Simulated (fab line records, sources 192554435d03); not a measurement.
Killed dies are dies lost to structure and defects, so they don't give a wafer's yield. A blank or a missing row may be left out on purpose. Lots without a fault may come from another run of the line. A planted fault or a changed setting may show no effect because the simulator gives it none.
fab line records | flow n5_finfet
record lots=7 wafers=21
route steps=1938 shown FIN_SAQP@105 DUMMY_GATE@228 SD_EPI_N@263
start_h: hours from the record's first day to the start of the lot's first wafer shown | wait_h: hours since the lot's step before | " the same as in the row above | L1.1+2: a row that stands for several wafers | - no value, or no start given | * or withheld: withheld | < > ~ a bound
route shown NAME@n: a module of which the file shows steps, and the number in the route of the first | usual: mean/standard deviation of fault-free wafers | same: alike in all rows | chamber/n: place in a boat | sites: the reading at each site | _std_site: their standard deviation | _edge_site: outer sites' mean less inner sites' | radius_mm: how far each site lies from the wafer's centre | mask NAME#n: copy n | behind: the tool/chamber that last shaped the wafer | hold: why the lot was held/for how many hours/how that ended | device: the transistor (n, p or np) that didn't switch | end of line: the same wafers' tests at the end of the route | a step without rows: its recipe alone | killed: dies lost to structure and defects at the first sort, not the wafer's yield | map: a wafer's dies, x killed, . not, _ none there
set.NAME: the setting as run; set.NAME@STEP: as run at that earlier step | model.NAME: the simulator's own value behind a step, which no gauge read
lots whose settings were changed on purpose; a table a step, a row a wafer
## steps
# step N5_FIN_SAQP_COAT_10
# recipe resist=CAR-ArF spin_rpm=1500 resist_thk_nm=90
# columns lot.wafer tool chamber start_h wait_h set.spin_rpm model.CAR-ArF_of_FIN_SAQP_COAT_10.thk_nm
L075.2 litho_track-01 0 - - 1500 90.22
L075.3 " 0 " " 1500 89.93
L075.4 " 0 " " 1500 89.9
L081.3 litho_track-05 0 - - 1500 90.11
L081.5 " 0 " " 1406 92.87
L081.6 " 0 " " 1500 89.99
L083.3 litho_track-01 0 - - 1616 86.82
L083.5 " 0 " " 1616 86.92
L083.6 " 0 " " 1500 89.81
L085.4 litho_track-01 0 - - 1553 88.26
L085.5 " 0 " " 1500 90.29
L085.6 " 0 " " 1553 88.74
L089.1 litho_track-01 0 - - 1500 90.95
L089.3+6 " 0 " " 1500 90.79
L094.1 litho_track-02 0 - - 1500 90.07
L094.3 " 0 " " 1500 89.96
L094.6 " 0 " " 1655 85.52
L096.1 litho_track-05 0 - - 1500 89.93
L096.4 " 0 " " 1651 85.68
L096.5 " 0 " " 1500 89.79
# step N5_FIN_SAQP_ETCH_64
# recipe chemistry=CF4 target=SiO2 target_depth_a=15 ion_energy_ev=350 pressure_mtorr=10 icp_w=800 bias_w=400 cf4_flow_sccm=80
# columns lot.wafer tool chamber start_h wait_h set.bias_w model.etch.depth_nm
L075.2 rie_si-04 2 32.32 0.0 400 1.488
L075.3 " 3 " " 400 1.514
L075.4 " 0 " " 400 1.5
L081.3 rie_si-01 2 69.45 0.0 400 1.494
L081.5 " 2 " " 400 1.492
L081.6 " 3 " " 334.2 1.419
L083.3 rie_si-04 0 80.40 0.0 343.7 1.438
L083.5 " 1 " " 400 1.516
L083.6 " 0 " " 343.7 1.444
L085.4 rie_si-01 2 93.89 0.0 347 1.433
L085.5 " 0 " " 400 1.51
L085.6 " 3 " " 400 1.501
L089.1 rie_si-01 3 116.79 0.0 352.9 1.433
L089.3 " 0 " " 400 1.492
L089.6 " 0 " " 400 1.508
L094.1 rie_si-01 1 146.70 0.0 400 1.482
L094.3 " 2 " " 400 1.497
L094.6 " 3 " " 400 1.509
L096.1 rie_si-01 3 158.17 0.0 400 1.511
L096.4 " 1 " " 400 1.483
L096.5 " 1 " " 400 1.474
# step N5_FIN_SAQP_FIN_ETCH_36
# recipe chemistry=HBr/Cl2/O2 target_depth_a=1200 mask_material=SiNx time_s=50.4 bias_w=102 pressure_mtorr=10 icp_w=800 HBr_flow_sccm=150 Cl2_flow_sccm=80 O2_flow_sccm=12
# columns lot.wafer tool chamber start_h wait_h set.icp_w model.etch.depth_nm model.FIN_SAQP.feature_depth_nm
L075.2 rie_si-04 2 32.34 0.0 800 118.4 118.4
L075.3 " 3 " " 800 122 122
L075.4 " 0 " " 800 121.4 121.4
L081.3 rie_si-01 2 69.47 0.0 800 120.3 120.4
L081.5 " 2 " " 692.9 112.4 112.4
L081.6 " 3 " " 800 119.7 119.6
L083.3 rie_si-04 0 80.42 0.0 888.5 128.7 128.6
L083.5 " 1 " " 888.5 127.2 127.2
L083.6 " 0 " " 800 122.5 122.6
L085.4 rie_si-01 2 93.95 0.0 800 119 119
L085.5 " 0 " " 800 120.5 120.6
L085.6 " 3 " " 759 115.9 116
L089.1 rie_si-01 3 116.81 0.0 671.6 110.5 110.4
L089.3 " 0 " " 800 120.1 120.2
L089.6 " 0 " " 671.6 111.4 111.4
L094.1 rie_si-01 1 146.72 0.0 859 122.6 122.6
L094.3 " 2 " " 800 119.2 119.2
L094.6 " 3 " " 800 118.9 118.8
L096.1 rie_si-01 3 158.19 0.0 734.8 113.7 113.6
L096.4 " 1 " " 800 117.3 117.4
L096.5 " 1 " " 734.8 113.6 113.6
# step N5_FIN_SAQP_PRECLEAN_38
# recipe chemistry=O3/DIW time_s=45 temp_c=22 o3_ppm=10
# step N5_FIN_SAQP_PRECLEAN_45
# recipe chemistry=dHF time_s=10 dilution=500:1 temp_c=25
# step N5_FIN_SAQP_SRD_39
# recipe dry=ipa_marangoni time_s=30 temp_c=23 rinse_liquid=diw
# step N5_FIN_SAQP_OCD_MEAS_76
# usual trench_depth_nm=120.3/1.4
# columns lot.wafer tool chamber start_h wait_h set.icp_w@FIN_SAQP_FIN_ETCH_36 trench_depth_nm
L075.2 ocd-01 - 32.56 0.0 800 118.0
L075.3 " - " " 800 121.9
L075.4 " - " " 800 121.5
L081.3 ocd-01 - 69.69 0.0 800 120.6
L081.5 " - " " 692.9 112.6
L081.6 " - " " 800 119.9
L083.3 ocd-02 - 80.64 0.0 888.5 128.8
L083.5 " - " " 888.5 127.1
L083.6 " - " " 800 122.3
L085.4 ocd-01 - 94.13 0.0 800 118.9
L085.5 " - " " 800 120.4
L085.6 " - " " 759 116.1
L089.1 ocd-01 - 117.04 0.0 671.6 110.2
L089.3 " - " " 800 120.4
L089.6 " - " " 671.6 111.7
L094.1 ocd-01 - 146.93 0.0 859 122.2
L094.3 " - " " 800 119.6
L094.6 " - " " 800 119.2
L096.1 ocd-01 - 158.41 0.0 734.8 113.4
L096.4 " - " " 800 117.1
L096.5 " - " " 734.8 113.4
# step N5_DUMMY_GATE_EXPOSE_12
# recipe mask_id=GATE na=0.33 source_shape=annular sigma_inner=0.2 sigma_outer=0.6 polarization=unpolarized target_cd_nm=25 dose_mj=34
# columns lot.wafer tool chamber start_h wait_h mask set.dose_mj
L075.2+3+4 euv_scanner-01 0 51.38 - GATE#0 34
L081.3 euv_scanner-01 0 88.85 - GATE#0 31.98
L081.5+6 " 0 " " GATE#0 34
L083.3+5+6 euv_scanner-01 0 100.08 - GATE#0 32.1
L085.4 euv_scanner-01 0 112.95 - GATE#0 34
L085.5+6 " 0 " " GATE#0 32.35
L089.1 euv_scanner-01 0 140.51 - GATE#0 34
L089.3+6 " 0 " " GATE#0 36.06
L094.1 euv_scanner-01 0 165.35 - GATE#0 34
L094.3+6 " 0 " " GATE#0 32.8
L096.1+4+5 euv_scanner-01 0 182.32 - GATE#0 34
# step N5_DUMMY_GATE_PEB_13
# recipe peb_temp_c=100 peb_time_s=60 resist=CAR-EUV
# step N5_DUMMY_GATE_DEVELOP_14
# recipe develop_time_s=30 developer=TMAH resist=CAR-EUV rinse_liquid=surfactant_rinse dry=air_spin dev_temp_c=23
# step N5_DUMMY_GATE_STRIP_38
# recipe chemistry=N2/H2 temp_c=40 n2_flow_sccm=200 h2_flow_sccm=200 rf_frequency_hz=6e+07
# step N5_DUMMY_GATE_STRIP_39
# recipe chemistry=N2/H2 temp_c=40 n2_flow_sccm=200 h2_flow_sccm=200 rf_frequency_hz=6e+07
# step N5_DUMMY_GATE_TRIM_49
# recipe chemistry=O2 resist=SOC time_s=29 target_cd_nm=14 source_power_w=300 bias_power_w=0 O2_flow_sccm=100 temp_c=20
# columns lot.wafer tool chamber start_h wait_h set.dose_mj@DUMMY_GATE_EXPOSE_12 model.DUMMY_GATE.cd_nm
L075.2 rie_si-06 1 51.91 0.0 34 13.8
L075.3 " 3 " " 34 13.6
L075.4 " 0 " " 34 14.2
L081.3 rie_si-02 3 89.36 0.0 31.98 15.2
L081.5 " 0 " " 34 14.2
L081.6 " 3 " " 34 13.8
L083.3+6 rie_si-02 2 100.76 0.0 32.1 15
L083.5 " 3 " " 32.1 15.2
L085.4 rie_si-05 0 113.60 0.1 34 14.2
L085.5 " 2 " " 32.35 15
L085.6 " 3 " " 32.35 15.2
L089.1 rie_si-02 3 140.99 0.0 34 14.2
L089.3 " 1 " " 36.06 13
L089.6 " 3 " " 36.06 13.2
L094.1 rie_si-06 1 165.84 0.0 34 14
L094.3 " 3 " " 32.8 14.4
L094.6 " 0 " " 32.8 14.8
L096.1+5 rie_si-06 2 182.82 0.0 34 14.2
L096.4 " 1 " " 34 14
# step N5_DUMMY_GATE_STRIP_40
# recipe chemistry=CF4 resist=SiARC power_w=300 bias_power_w=75 pressure_mtorr=50 cf4_flow_sccm=150 rf_frequency_hz=6e+07
# step N5_DUMMY_GATE_CD_MEAS_50
# recipe target_cd_nm=14
# usual cd_nm=13.98/0.26
# columns lot.wafer tool chamber start_h wait_h set.dose_mj@DUMMY_GATE_EXPOSE_12 cd_nm
L075.2 cd_sem-03 - 52.06 0.0 34 13.95
L075.3 " - " " 34 14.06
L075.4 " - " " 34 14.00
L081.3 cd_sem-02 - 89.52 0.0 31.98 15.17
L081.5 " - " " 34 13.81
L081.6 " - " " 34 13.97
L083.3 cd_sem-02 - 101.18 0.0 32.1 15.08
L083.5 " - " " 32.1 15.19
L083.6 " - " " 32.1 15.22
L085.4 cd_sem-03 - 113.72 0.0 34 14.01
L085.5 " - " " 32.35 14.96
L085.6 " - " " 32.35 14.83
L089.1 cd_sem-02 - 141.39 0.0 34 14.21
L089.3 " - " " 36.06 13.01
L089.6 " - " " 36.06 13.25
L094.1 cd_sem-01 - 165.99 0.0 34 13.91
L094.3 " - " " 32.8 14.42
L094.6 " - " " 32.8 14.87
L096.1 cd_sem-03 - 182.97 0.0 34 14.50
L096.4 " - " " 34 14.06
L096.5 " - " " 34 13.92
# step N5_DUMMY_GATE_ETCH_31
# recipe chemistry=C4F6/O2 target=SiO2 mask_material=SOC target_depth_a=825 time_s=27.5 ion_energy_ev=250 pressure_mtorr=30 source_w=345 bias_w=185 Ar_flow_sccm=300 C4F6_flow_sccm=10 O2_flow_sccm=10
# step N5_DUMMY_GATE_STRIP_41
# recipe chemistry=O2 power_w=400 temp_c=40 pressure_mtorr=30 rf_frequency_hz=6e+07 bias_power_w=0 overash_fraction=0.3 o2_flow_sccm=225
# step N5_DUMMY_GATE_ETCH_32
# recipe chemistry=CF4 target=SiO2 target_depth_a=35 time_s=3.9 ion_energy_ev=350 pressure_mtorr=10 icp_w=800 bias_w=400 cf4_flow_sccm=80
# step N5_DUMMY_GATE_ETCH_23
# recipe chemistry=HBr/Cl2/O2 HBr_flow_sccm=150 Cl2_flow_sccm=80 O2_flow_sccm=12 bias_w=102 target_depth_a=410 time_s=22.3 target=poly-Si mask_material=SiO2 pressure_mtorr=10 icp_w=800
# step N5_DUMMY_GATE_ETCH_44
# recipe chemistry=HBr/O2 over_etch_frac=0.7 target_depth_a=1275 stop_on=SiO2 ion_energy_ev=60 bias_w=20 target=poly-Si mask_material=SiO2 pressure_mtorr=20 icp_w=400 HBr_flow_sccm=120 O2_flow_sccm=10
# columns lot.wafer tool chamber start_h wait_h set.dose_mj@DUMMY_GATE_EXPOSE_12 model.DUMMY_GATE.cd_nm
L075.2 rie_si-02 3 52.51 0.0 34 14.8
L075.3 " 1 " " 34 14.6
L075.4 " 1 " " 34 15.2
L081.3 rie_si-05 0 89.90 0.0 31.98 16.2
L081.5 " 3 " " 34 15.2
L081.6 " 0 " " 34 14.8
L083.3+6 rie_si-05 2 101.55 0.0 32.1 16
L083.5 " 1 " " 32.1 16.2
L085.4 rie_si-02 3 114.11 0.0 34 15.2
L085.5 " 3 " " 32.35 16
L085.6 " 2 " " 32.35 16.2
L089.1 rie_si-06 2 141.81 0.0 34 15
L089.3+6 " 3,2 " " 36.06 14.2
L094.1 rie_si-02 0 166.37 0.0 34 14.8
L094.3 " 1 " " 32.8 15.4
L094.6 " 0 " " 32.8 15.8
L096.1 rie_si-05 2 183.36 0.0 34 15.2
L096.4 " 3 " " 34 14.8
L096.5 " 0 " " 34 15
# step N5_DUMMY_GATE_ETCH_42
# recipe chemistry=CHF3/O2 target=SiO2 target_depth_a=35 time_s=31 ion_energy_ev=30 bias_w=12 pressure_mtorr=30 source_w=600 Ar_flow_sccm=200 CHF3_flow_sccm=50 O2_flow_sccm=5
# columns lot.wafer tool chamber start_h wait_h set.dose_mj@DUMMY_GATE_EXPOSE_12 model.DUMMY_GATE.cd_nm
L075.2 rie_diel-05 0 52.67 0.0 34 15
L075.3 " 2 " " 34 14.6
L075.4 " 3 " " 34 15.2
L081.3 rie_diel-05 2 90.05 0.0 31.98 16
L081.5 " 0 " " 34 15.2
L081.6 " 1 " " 34 15
L083.3 rie_diel-05 1 101.75 0.1 32.1 16
L083.5+6 " 0,3 " " 32.1 16.2
L085.4 rie_diel-05 2 114.27 0.0 34 15.2
L085.5+6 " 3,2 " " 32.35 16.2
L089.1 rie_diel-06 3 142.00 0.1 34 15
L089.3+6 " 2,1 " " 36.06 14.2
L094.1 rie_diel-06 1 166.53 0.0 34 14.8
L094.3 " 3 " " 32.8 15.4
L094.6 " 3 " " 32.8 15.8
L096.1 rie_diel-03 3 183.52 0.0 34 15.2
L096.4 " 2 " " 34 14.8
L096.5 " 2 " " 34 15
# step N5_SD_EPI_N_COAT_33
# recipe resist=SiARC temp_c=220 time_s=60 spin_rpm=1500 resist_thk_nm=35
# columns lot.wafer tool chamber start_h wait_h set.spin_rpm model.SiARC_of_SD_EPI_N_COAT_33.thk_nm
L075.2+3 litho_track-01 0 - - 1500 35.2
L075.4 " 0 " " 1500 35
L081.3+6 litho_track-02 0 - - 1621 33.6
L081.5 " 0 " " 1500 35
L083.3 litho_track-01 0 - - 1601 34
L083.5 " 0 " " 1500 35.2
L083.6 " 0 " " 1601 34.2
L085.4 litho_track-03 0 - - 1500 35
L085.5 " 0 " " 1411 36
L085.6 " 0 " " 1500 34.8
L089.1+3 litho_track-01 0 - - 1500 35
L089.6 " 0 " " 1500 35.2
L094.1+3 litho_track-01 0 - - 1500 35
L094.6 " 0 " " 1455 35.6
L096.1 litho_track-03 0 - - 1340 37
L096.4+5 " 0 " " 1500 35
# step N5_SD_EPI_N_COAT_03
# recipe resist=CAR-ArF-block spin_rpm=1500 resist_thk_nm=150
# step N5_SD_EPI_N_EBR_05
# recipe solvent=PGMEA ebr_width_mm=1.5
# step N5_SD_EPI_N_DESCUM_14
# recipe chemistry=O2 time_s=7.9 source_power_w=50 bias_power_w=20 pressure_mtorr=20 rf_frequency_hz=2.712e+07 temp_c=40 resist=CAR-ArF-block o2_flow_sccm=225
# step N5_SD_EPI_N_ETCH_34
# recipe chemistry=CF4 target=SiARC target_depth_a=455 mask_material=CAR-ArF-block time_s=75.8 ion_energy_ev=80 pressure_mtorr=40 source_w=545 bias_w=36 Ar_flow_sccm=100 cf4_flow_sccm=100 ends=cleared
# columns lot.wafer tool chamber start_h wait_h set.spin_rpm@SD_EPI_N_COAT_33 model.etch.depth_nm model.CAR-ArF-block_of_SD_EPI_N_COAT_03.thk_nm
L075.2 rie_diel-01 1 54.59 0.0 1500 35.15 111.6
L075.3 " 3 " " 1500 35.18 111.2
L075.4 " 0 " " 1500 35.02 111.6
L081.3 rie_diel-01 3 92.09 0.0 1621 33.67 113
L081.5 " 2 " " 1500 35.02 111.8
L081.6 " 1 " " 1621 33.66 112.6
L083.3 rie_diel-04 3 102.99 0.0 1601 34.02 112.2
L083.5 " 3 " " 1500 35.11 111
L083.6 " 2 " " 1601 34.15 112
L085.4 rie_diel-02 2 115.63 0.0 1500 34.92 110.8
L085.5 " 3 " " 1411 36 110
L085.6 " 0 " " 1500 34.85 111.4
L089.1 rie_diel-04 2 143.85 0.0 1500 35.06 111.8
L089.3 " 3 " " 1500 35.09 111.6
L089.6 " 0 " " 1500 35.16 111
L094.1 rie_diel-02 1 167.89 0.0 1500 34.99 111
L094.3 " 2 " " 1500 34.91 111.2
L094.6 " 0 " " 1455 35.65 110.4
L096.1 rie_diel-01 0 185.97 0.0 1340 36.94 108.6
L096.4 " 1 " " 1500 35.08 111
L096.5 " 1 " " 1500 34.97 110.6
# step N5_SD_EPI_N_ETCH_35
# recipe chemistry=N2/H2 target=SOC overetch_a=1080 mask_material=SiARC temp_c=40 ion_energy_ev=100 source_w=3000 bias_w=133 pressure_mtorr=20 time_s=486 n2_flow_sccm=200 h2_flow_sccm=200
# columns lot.wafer tool chamber start_h wait_h set.spin_rpm@SD_EPI_N_COAT_33 model.SiARC_of_SD_EPI_N_COAT_33.thk_nm
L075.2 rie_diel-01 1 54.65 0.0 1500 19.8
L075.3 " 3 " " 1500 19.6
L075.4 " 0 " " 1500 20
L081.3 rie_diel-01 3 92.14 0.0 1621 18
L081.5 " 2 " " 1500 19.6
L081.6 " 1 " " 1621 18.2
L083.3 rie_diel-04 3 103.05 0.0 1601 18.2
L083.5 " 3 " " 1500 19.6
L083.6 " 2 " " 1601 19.2
L085.4+6 rie_diel-02 2,0 115.69 0.0 1500 19.6
L085.5 " 3 " " 1411 20.6
L089.1 rie_diel-04 2 143.91 0.0 1500 19.8
L089.3+6 " 3,0 " " 1500 19.4
L094.1 rie_diel-02 1 167.95 0.0 1500 19.4
L094.3 " 2 " " 1500 19.6
L094.6 " 0 " " 1455 20.8
L096.1 rie_diel-01 0 186.03 0.0 1340 21.2
L096.4 " 1 " " 1500 19.6
L096.5 " 1 " " 1500 19.4
# step N5_SD_EPI_N_STRIP_36
# recipe chemistry=N2/H2 temp_c=40 n2_flow_sccm=200 h2_flow_sccm=200 rf_frequency_hz=6e+07
# step N5_SD_EPI_N_ETCHBACK_44
# recipe chemistry=CH3F/O2 mode=anisotropic_etchback target=SiNx target_depth_a=145 stop_on=SiO2 over_etch_frac=0.3 ion_energy_ev=120 pressure_mtorr=30 source_w=395 bias_w=73 Ar_flow_sccm=150 CH3F_flow_sccm=30 O2_flow_sccm=20
# step N5_SD_EPI_N_ETCH_45
# recipe chemistry=CH3F/O2 target=SiOCN target_depth_a=60 mask_material=SOC ion_energy_ev=60 bias_w=29 pressure_mtorr=15 source_w=410 Ar_flow_sccm=150 CH3F_flow_sccm=30 O2_flow_sccm=20
# step N5_SD_EPI_N_ETCH_16
# recipe chemistry=CHF3/O2 target=SiO2 target_depth_a=50 mask_material=SOC pressure_mtorr=30 source_w=650 bias_w=170 Ar_flow_sccm=200 CHF3_flow_sccm=50 O2_flow_sccm=5 ion_energy_ev=200
# columns lot.wafer tool chamber start_h wait_h set.spin_rpm@SD_EPI_N_COAT_33 model.SiARC_of_SD_EPI_N_COAT_33.thk_nm
L075.2 rie_diel-01 1 55.17 0.1 1500 12.4
L075.3 " 3 " " 1500 12
L075.4 " 0 " " 1500 12.6
L081.3 rie_diel-01 3 92.67 0.1 1621 10.6
L081.5 " 2 " " 1500 12.2
L081.6 " 1 " " 1621 11
L083.3 rie_diel-04 3 103.57 0.1 1601 10.8
L083.5 " 3 " " 1500 12.2
L083.6 " 2 " " 1601 12
L085.4 rie_diel-02 2 116.21 0.1 1500 12.2
L085.5 " 3 " " 1411 13.2
L085.6 " 0 " " 1500 12.4
L089.1 rie_diel-04 2 144.43 0.1 1500 12.4
L089.3 " 3 " " 1500 12
L089.6 " 0 " " 1500 11.8
L094.1 rie_diel-02 1 168.47 0.1 1500 12
L094.3 " 2 " " 1500 12.2
L094.6 " 0 " " 1455 13.4
L096.1 rie_diel-01 0 186.55 0.1 1340 13.6
L096.4+5 " 1 " " 1500 12
## key
split step=N5_FIN_SAQP_COAT_10 setting=spin_rpm stated=1500 by=wafer
response step=N5_FIN_SAQP_COAT_10 reading=model.CAR-ArF_of_FIN_SAQP_COAT_10.thk_nm change=-0.424 per=1% r=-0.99
split step=N5_FIN_SAQP_ETCH_64 setting=bias_w stated=400 by=wafer
response step=N5_FIN_SAQP_ETCH_64 reading=model.etch.depth_nm change=+0.00515 per=1% r=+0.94
split step=N5_FIN_SAQP_FIN_ETCH_36 setting=icp_w stated=800 by=wafer
response step=N5_FIN_SAQP_FIN_ETCH_36 reading=model.etch.depth_nm change=+0.545 per=1% r=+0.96
response step=N5_FIN_SAQP_FIN_ETCH_36 reading=model.FIN_SAQP.feature_depth_nm change=+0.547 per=1% r=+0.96
response step=N5_FIN_SAQP_OCD_MEAS_76 reading=trench_depth_nm change=+0.547 per=1% r=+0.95
split step=N5_DUMMY_GATE_EXPOSE_12 setting=dose_mj stated=34 by=wafer
response step=N5_DUMMY_GATE_TRIM_49 reading=model.DUMMY_GATE.cd_nm change=-0.188 per=1% r=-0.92
response step=N5_DUMMY_GATE_CD_MEAS_50 reading=cd_nm change=-0.195 per=1% r=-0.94
response step=N5_DUMMY_GATE_ETCH_44 reading=model.DUMMY_GATE.cd_nm change=-0.177 per=1% r=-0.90
response step=N5_DUMMY_GATE_ETCH_42 reading=model.DUMMY_GATE.cd_nm change=-0.165 per=1% r=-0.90
split step=N5_SD_EPI_N_COAT_33 setting=spin_rpm stated=1500 by=wafer
response step=N5_SD_EPI_N_COAT_33 reading=model.SiARC_of_SD_EPI_N_COAT_33.thk_nm change=-0.18 per=1% r=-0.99
response step=N5_SD_EPI_N_ETCH_34 reading=model.etch.depth_nm change=-0.175 per=1% r=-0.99
response step=N5_SD_EPI_N_ETCH_34 reading=model.CAR-ArF-block_of_SD_EPI_N_COAT_03.thk_nm change=+0.177 per=1% r=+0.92
response step=N5_SD_EPI_N_ETCH_35 reading=model.SiARC_of_SD_EPI_N_COAT_33.thk_nm change=-0.172 per=1% r=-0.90
response step=N5_SD_EPI_N_ETCH_16 reading=model.SiARC_of_SD_EPI_N_COAT_33.thk_nm change=-0.16 per=1% r=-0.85
